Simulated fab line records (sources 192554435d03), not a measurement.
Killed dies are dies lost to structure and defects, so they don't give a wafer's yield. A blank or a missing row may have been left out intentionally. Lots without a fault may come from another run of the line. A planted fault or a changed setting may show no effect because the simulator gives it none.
Matching of chambers ; flow n5_finfet ; rie_si-05 running N5_FIN_SAQP_MANDREL2_REMOVE_60: 3 sister chambers
The step chemistry HBr/Cl2/O2, target a-Si, stops on SiNx, bt time 10 s. 6 wafers are shown with their chamber, then 5 later ones without.

== WAFERS PAIRED WITH THEIR CHAMBERS ==
wafer;chamber;throttle_valve_pct (%);oes_product_au (a.u.)
L087.4;2;36.9;0.994
L088.2;2;36.8;0.996
L088.3;1;36.4;1.037
L088.5;3;36.5;1.005
L089.2;3;36.5;1.004
L089.4;1;36.4;1.039

== WAFERS WITH NO CHAMBER GIVEN ==
wafer;throttle_valve_pct (%);oes_product_au (a.u.)
L089.6;36.5;0.993
L094.4;36.4;1.050
L094.5;36.5;1.008
L097.1;36.5;1.005
L097.4;36.5;1.011

== WHICH CHAMBER EACH WENT THROUGH ==
wafer;from the rows above;in truth
L089.6;can't be placed: 2 or 3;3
L094.4;1;1
L094.5;3;3
L097.1;3;3
L097.4;3;3
Placed correctly: 4 of 5. From these rows, 1 cannot be placed; in 1 the true chamber is one of the candidates. 0 placed wrongly.
How it was worked out, from the rows above alone: a wafer's distance from a chamber is the root of the sum, over the readings, of the square of ((its reading less the chamber's mean) divided by the reading's scatter). The wafer belongs to the nearest chamber; if the next one is less than 2 further off, it can't be placed. A chamber's mean is the mean of its shown wafers. The scatter: take each reading less its chamber's mean, square it, sum over the shown wafers, divide by the number of wafers less the number of chambers, and take the root.
